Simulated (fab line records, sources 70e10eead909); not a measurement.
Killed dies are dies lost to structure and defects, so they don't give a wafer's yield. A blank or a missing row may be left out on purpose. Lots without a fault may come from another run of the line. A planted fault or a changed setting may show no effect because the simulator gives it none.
fab line records | flow nand_harc
record lots=7 wafers=18 last_day=25
route steps=1159 shown A_SGD_CUT@751
lots that met no fault: from a run of the same line without faults
start_h: hours from the record's first day to the start of the lot's first wafer shown | wait_h: hours since the lot's step before | " the same as in the row above | L1.1+2: a row that stands for several wafers | - no value, or no start given | * or withheld: withheld | < > ~ a bound
route shown NAME@n: a module of which the file shows steps, and the number in the route of the first | usual: mean/standard deviation of fault-free wafers | same: alike in all rows | chamber/n: place in a boat | sites: the reading at each site | _std_site: their standard deviation | _edge_site: outer sites' mean less inner sites' | radius_mm: how far each site lies from the wafer's centre | mask NAME#n: copy n | behind: the tool/chamber that last shaped the wafer | hold: why the lot was held/for how many hours/how that ended | device: the transistor (n, p or np) that didn't switch | end of line: the same wafers' tests at the end of the route | a step without rows: its recipe alone | killed: dies lost to structure and defects at the first sort, not the wafer's yield | map: a wafer's dies, x killed, . not, _ none there
set.NAME: the setting as run; set.NAME@STEP: as run at that earlier step | model.NAME: the simulator's own value behind a step, which no gauge read
lots at some steps of the route; a table a step, a row a wafer
services: from which hour (start_h, from the record's first day; less than 0 if before it) a tool's chamber was out of use, for how many hours, and why
## steps
# step NHARC_A_SGD_CUT_COAT_57
# recipe temp_c=225 time_s=65
# step NHARC_A_SGD_CUT_COAT_03
# recipe spin_rpm=1500 resist_thk_nm=90
# step NHARC_A_SGD_CUT_SOFTBAKE_04
# recipe temp_c=105 time_s=55
# step NHARC_A_SGD_CUT_EBR_05
# step NHARC_A_SGD_CUT_EXPOSE_06
# recipe na=1.35 dose_mj=85.59 mask_id=SGD
# step NHARC_A_SGD_CUT_PEB_07
# recipe peb_temp_c=100 peb_time_s=65
# step NHARC_A_SGD_CUT_DEVELOP_08
# recipe develop_time_s=35 dev_temp_c=23
# step NHARC_A_SGD_CUT_CD_MEAS_09
# recipe target_cd_nm=100 landing_energy_ev=500
# usual cd_nm=100.1/0.59
# columns lot.wafer tool chamber start_h wait_h cd_nm
L723.4 cd_sem-01 0 325.38 - 99.8
L723.5 " 0 " " 99.4
L723.6 " 0 " " 101.0
L728.1 cd_sem-02 0 340.19 - 99.4
L728.3 " 0 " " 100.4
L728.4 " 0 " " 99.3
L729.2 cd_sem-02 0 380.84 - 100.1
L729.3 " 0 " " 100.3
L735.2 cd_sem-01 0 390.70 - 99.5
L735.5 " 0 " " 100.0
L736.2 cd_sem-03 0 409.27 - 100.6
L736.3 " 0 " " 100.4
L739.4 cd_sem-03 0 417.23 - 100.5
L739.5 " 0 " " 101.1
L739.6 " 0 " " 101.0
L743.2 cd_sem-01 0 447.49 - 99.7
L743.3 " 0 " " 99.9
L743.6 " 0 " " 100.4
# step NHARC_A_SGD_CUT_OVL_MEAS_10
# usual overlay_x_nm=-0.1/0.64 overlay_y_nm=0.2/0.63
# columns lot.wafer tool chamber start_h wait_h overlay_x_nm overlay_y_nm
L723.4 overlay-01 - 325.46 - 1.1 0.9
L723.5 " - " " 1.3 1.0
L723.6 " - " " 1.5 1.1
L728.1 overlay-02 - 340.28 - -0.8 0.8
L728.3 " - " " -0.7 0.9
L728.4 " - " " -0.3 0.3
L729.2 overlay-02 - 380.93 - -0.3 0.2
L729.3 " - " " -0.7 0.3
L735.2 overlay-02 - 390.78 - -0.6 -0.5
L735.5 " - " " -1.0 -0.2
L736.2 overlay-02 - 409.36 - -1.2 0.1
L736.3 " - " " -0.5 0.2
L739.4 overlay-02 - 417.31 - -0.2 0.5
L739.5 " - " " 0.4 0.5
L739.6 " - " " -0.1 0.8
L743.2 overlay-02 - 447.57 - 1.1 0.0
L743.3 " - " " 0.3 0.3
L743.6 " - " " 0.2 0.3
# step NHARC_A_SGD_CUT_INSPECT_11
# usual raw_defect_count=16/9
# columns lot.wafer tool chamber start_h wait_h raw_defect_count
L723.4 defect_inspect-01 - 325.50 0.0 22
L723.5 " - " " 24
L723.6 " - " " 25
L728.1 defect_inspect-01 - 340.31 0.0 7
L728.3 " - " " 10
L728.4 " - " " 12
L729.2 defect_inspect-01 - 380.97 0.0 14
L729.3 " - " " 11
L735.2 defect_inspect-02 - 390.82 0.0 33
L735.5 " - " " 22
L736.2 defect_inspect-01 - 409.40 0.0 37
L736.3 " - " " 24
L739.4 defect_inspect-01 - 417.35 0.0 33
L739.5 " - " " 27
L739.6 " - " " 24
L743.2 defect_inspect-01 - 447.61 0.0 15
L743.3 " - " " 18
L743.6 " - " " 12
# step NHARC_A_SGD_CUT_DESCUM_14
# recipe time_s=3 o2_flow_sccm=200 ar_flow_sccm=0 bias_power_w=0 chemistry=O2
# usual chamber_pressure_mTorr=59.99/0.055 drypump_motor_current_A=5.7/0.42 oes_product_au=0.995/0.011 rf_vpp_V=57.7/0.83 showerhead_plenum_p_Torr=1.90/0.075 throttle_valve_pct=11.312/0.0084
# columns lot.wafer tool chamber start_h wait_h chamber_pressure_mTorr drypump_motor_current_A oes_product_au rf_hours_counter_h rf_vpp_V showerhead_plenum_p_Torr throttle_valve_pct
L723.4 rie_diel-06 3 325.56 0.1 59.95 5.9 0.986 6 57.0 1.80 11.303
L723.5 " 2 " " 59.97 5.8 0.999 - 57.0 1.89 11.324
L723.6 " 3 " " 59.96 5.9 0.983 - 57.2 1.80 11.324
L728.1 rie_diel-04 3 340.37 0.1 59.89 5.4 0.979 2 56.7 1.80 11.317
L728.3 " 1 " " 59.93 6.4 0.990 2 58.2 2.06 11.314
L728.4 " 2 " " 59.99 5.8 0.995 2 57.4 1.91 11.311
L729.2 rie_diel-06 0 381.04 0.1 60.09 4.8 0.996 12 58.4 1.96 11.302
L729.3 " 1 " " 59.92 5.9 1.015 12 59.8 1.97 11.301
L735.2 rie_diel-06 2 390.90 0.1 59.98 5.8 1.005 13 56.3 1.89 11.322
L735.5 " 3 " " 60.01 5.9 0.988 - 56.3 1.80 11.320
L736.3 rie_diel-06 1 409.46 0.1 60.02 5.9 1.014 15 59.2 1.97 11.316
L736.2 " 3 " " 59.97 5.9 1.001 14 56.3 1.80 11.309
L739.4 rie_diel-04 2 417.41 0.1 59.88 5.8 1.001 9 57.1 1.91 11.310
L739.6 " 2 " " 59.97 5.8 1.005 - 56.8 1.91 11.317
L739.5 " 3 " " 60.02 5.4 0.998 - 57.9 1.80 11.309
L743.3 rie_diel-09 3 447.67 0.1 59.95 5.9 1.004 0 57.9 1.88 11.323
L743.2 " 1 " " 59.99 5.6 1.020 0 57.9 1.88 11.303
L743.6 " 0 " " 60.02 5.8 0.983 - 58.1 1.82 11.319
# step NHARC_A_SGD_CUT_ETCH_58
# recipe target_depth_a=390 over_etch_frac=0.3 time_s=65 ion_energy_ev=80 cf4_flow_sccm=150 ar_flow_sccm=0 rf_w=300 bias_w=100 chemistry=CF4
# usual chamber_pressure_mTorr=50.00/0.045 drypump_motor_current_A=5.7/0.44 oes_product_au=0.996/0.012 over_etch_frac=0.3/0 rf_vpp_V=151.1/1.2 showerhead_plenum_p_Torr=1.76/0.065 throttle_valve_pct=13.284/0.0089
# columns lot.wafer tool chamber start_h wait_h chamber_pressure_mTorr drypump_motor_current_A oes_product_au over_etch_frac rf_hours_counter_h rf_vpp_V showerhead_plenum_p_Torr throttle_valve_pct
L723.4 rie_diel-06 2 325.65 0.1 50.10 5.8 0.997 0.3 6 151.6 1.75 13.293
L723.5 " 0 " " 49.98 4.8 1.005 0.3 - 152.2 1.81 13.282
L723.6 " 1 " " 50.01 5.9 1.021 0.3 - 151.6 1.82 13.268
L728.3 rie_diel-04 3 340.46 0.1 49.88 5.4 0.985 0.3 2 151.0 1.67 13.284
L728.1 " 0 " " 50.04 5.1 0.995 0.3 2 150.6 1.75 13.293
L728.4 " 2 " " 50.07 5.7 1.000 0.3 2 151.6 1.77 13.280
L729.2 rie_diel-06 0 381.12 0.1 49.96 4.8 0.997 0.3 12 152.2 1.81 13.277
L729.3 " 1 " " 50.01 6.0 1.020 0.3 12 151.9 1.82 13.282
L735.2 rie_diel-06 2 391.08 0.2 49.99 5.8 0.998 0.3 13 151.4 1.75 13.289
L735.5 " 1 " " 49.95 5.9 1.014 0.3 - 152.2 1.81 13.295
L736.3 rie_diel-06 3 409.55 0.1 49.96 5.9 0.990 0.3 14 150.7 1.67 13.292
L736.2 " 1 " " 49.91 5.9 1.012 0.3 15 151.4 1.81 13.302
L739.4 rie_diel-04 1 417.51 0.1 49.99 6.5 0.987 0.3 9 152.2 1.89 13.292
L739.6 " 3 " " 50.00 5.4 0.991 0.3 - 150.0 1.67 13.296
L739.5 " 0 " " 50.06 5.1 0.991 0.3 - 150.5 1.75 13.281
L743.3 rie_diel-09 0 447.76 0.1 50.04 5.8 0.999 0.3 0 149.1 1.69 13.292
L743.2 " 2 " " 49.91 6.1 0.972 0.3 0 151.4 1.73 13.281
L743.6 " 1 " " 50.04 5.5 1.020 0.3 - 152.2 1.74 13.299
# step NHARC_A_SGD_CUT_ETCH_59
# recipe target_depth_a=2600 over_etch_frac=0.25 time_s=406.25 ion_energy_ev=200 n2_flow_sccm=150 h2_flow_sccm=150 ar_flow_sccm=0 rf_w=400 bias_w=150 chemistry=N2/H2
# usual chamber_pressure_mTorr=29.997/0.028 drypump_motor_current_A=5.7/0.43 oes_product_au=0.994/0.011 over_etch_frac=0.25/0 rf_vpp_V=430.2/2.4 showerhead_plenum_p_Torr=2.03/0.084 throttle_valve_pct=14.172/0.0079
# columns lot.wafer tool chamber start_h wait_h chamber_pressure_mTorr drypump_motor_current_A oes_product_au over_etch_frac rf_hours_counter_h rf_vpp_V showerhead_plenum_p_Torr throttle_valve_pct
L723.4 rie_diel-06 1 325.76 - 29.988 5.9 1.019 0.25 7 431.1 2.10 14.174
L723.5 " 0 " " 30.001 4.8 0.990 0.25 - 431.8 2.10 14.178
L723.6 " 1 " " 30.050 5.9 1.018 0.25 - 431.5 2.10 14.183
L728.4 rie_diel-04 3 340.58 - 30.005 5.4 0.989 0.25 2 427.2 1.92 14.174
L728.3 " 0 " " 29.935 5.2 1.005 0.25 2 430.9 2.02 14.176
L728.1 " 1 " " 29.938 6.4 0.997 0.25 2 435.5 2.20 14.179
L729.3 rie_diel-06 0 381.20 - 30.031 4.8 1.004 0.25 12 432.6 2.10 14.161
L729.2 " 1 " " 30.013 5.9 1.014 0.50138 12 431.9 2.10 14.151
L735.2 rie_diel-06 0 391.24 - 30.026 4.8 1.005 0.50138 13 431.9 2.09 14.174
L735.5 " 2 " " 29.996 5.8 0.998 0.25 - 429.5 2.01 14.178
L736.2 rie_diel-06 2 409.69 - 29.974 5.8 1.004 0.50138 15 429.6 2.01 14.177
L736.3 " 3 " " 30.013 5.9 0.994 0.25 14 427.2 1.91 14.167
L739.4 rie_diel-04 0 417.65 - 30.014 5.2 0.983 0.25 9 428.5 2.02 14.175
L739.6 " 2 " " 29.912 5.7 1.002 0.25 - 431.5 2.04 14.171
L739.5 " 3 " " 30.004 5.4 0.998 0.25 - 427.2 1.91 14.173
L743.3 rie_diel-09 1 447.88 - 29.974 5.5 0.999 0.25 0 428.9 2.01 14.168
L743.2 " 3 " " 30.030 5.9 0.993 0.25 0 429.5 2.00 14.181
L743.6 " 0 " " 29.997 5.8 0.979 0.25 - 426.6 1.94 14.179
# step NHARC_A_SGD_CUT_ETCH_15
# recipe target_depth_a=750 time_s=64.3 ch3f_flow_sccm=50 o2_flow_sccm=30 ar_flow_sccm=200 rf_w=500 bias_w=100 chemistry=CH3F/O2
# usual chamber_pressure_mTorr=24.999/0.021 drypump_motor_current_A=5.7/0.43 oes_product_au=0.953/0.022 rf_vpp_V=263.5/1.6 showerhead_plenum_p_Torr=2.44/0.093 throttle_valve_pct=20.664/0.0091
# columns lot.wafer tool chamber start_h wait_h chamber_pressure_mTorr drypump_motor_current_A oes_product_au rf_hours_counter_h rf_vpp_V showerhead_plenum_p_Torr throttle_valve_pct
L723.4 rie_diel-06 3 - - 24.988 5.9 0.942 6 260.8 2.32 20.675
L723.6 " 0 " " 24.988 4.8 0.977 - 265.9 2.52 20.674
L723.5 " 1 " " 25.022 6.0 0.986 - 264.9 2.53 20.663
L728.1 rie_diel-04 3 - - 25.018 5.4 0.949 2 263.0 2.32 20.669
L728.4 " 1 " " 25.004 6.5 0.959 2 267.6 2.64 20.643
L728.3 " 2 " " 24.988 5.8 0.980 2 264.3 2.46 20.666
L729.2 rie_diel-06 0 - - 25.037 4.8 0.979 12 265.8 2.52 20.659
L729.3 " 1 " " 25.018 5.9 0.986 13 265.2 2.53 20.670
L735.2 rie_diel-06 0 - - 24.998 4.8 0.943 13 264.6 2.52 20.679
L735.5 " 2 " " 25.000 5.8 0.957 - 263.8 2.43 20.664
L736.3 rie_diel-06 3 - - 24.980 5.9 0.980 15 261.4 2.31 20.668
L736.2 " 1 " " 25.019 5.9 0.978 15 264.4 2.52 20.673
L739.4 rie_diel-04 0 - - 24.996 5.2 0.967 9 263.8 2.43 20.656
L739.6 " 1 " " 24.949 6.4 0.963 - 265.3 2.63 20.660
L739.5 " 2 " " 24.978 5.8 0.970 - 261.8 2.46 20.661
L743.3 rie_diel-09 3 - - 25.013 5.9 0.958 0 262.5 2.42 20.665
L743.2 " 0 " " 24.999 5.8 0.959 1 261.7 2.34 20.657
L743.6 " 0 " " 25.024 5.8 0.946 - 263.3 2.34 20.673
## services
# columns tool chamber start_h hours kind
rie_diel-09 - 316.99 0.6 repair
rie_diel-06 0 323.70 - clean
rie_diel-06 1 323.70 - clean
rie_diel-06 2 323.70 - clean
rie_diel-06 3 323.70 - clean
rie_diel-06 0 336.10 3.1 repair
rie_diel-06 0 348.20 - clean
rie_diel-06 1 348.20 - clean
rie_diel-06 2 348.20 - clean
rie_diel-06 3 348.20 - clean
rie_diel-06 0 372.74 - clean
rie_diel-06 1 372.74 - clean
rie_diel-06 2 372.74 - clean
rie_diel-06 3 372.74 - clean
rie_diel-06 0 397.24 - clean
rie_diel-06 1 397.24 - clean
rie_diel-06 2 397.24 - clean
rie_diel-06 3 397.24 - clean
rie_diel-09 1 405.88 2.4 repair
rie_diel-06 - 418.29 9.0 pm
rie_diel-06 0 418.29 9.0 vent_cycle
rie_diel-06 1 418.29 9.0 vent_cycle
rie_diel-09 - 431.10 9.0 pm
rie_diel-06 0 432.63 3.1 repair
## key
first_sign step=NHARC_A_SGD_CUT_ETCH_59 reading=over_etch_frac direction=up sigmas=99+ usual=0.25 struck=0.50138
effect none on later readings
met_at NHARC_A_SGD_CUT_ETCH_59
struck_wafers L729.2,L735.2,L736.2
tester_left_out L729,L735,L736
onset_between 325.76 381.20
fault kind=process_parameter_drift tool=rie_diel-06 chamber=- onset_h=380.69 steps=NHARC_A_SGD_CUT_ETCH_59 channel=over_etch_frac offset=0.25138 shape=step end_h=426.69 scope=struck_wafers_only acts_in=these_recipes_only stated=0.25
# tester_left_out: of these lots the tester's yield and bins aren't shown, on N5 and GAA mostly nor the transistor test; their killed dies are dies lost to structure and defects alone, not to doping, threshold or leakage, so they don't give the yield
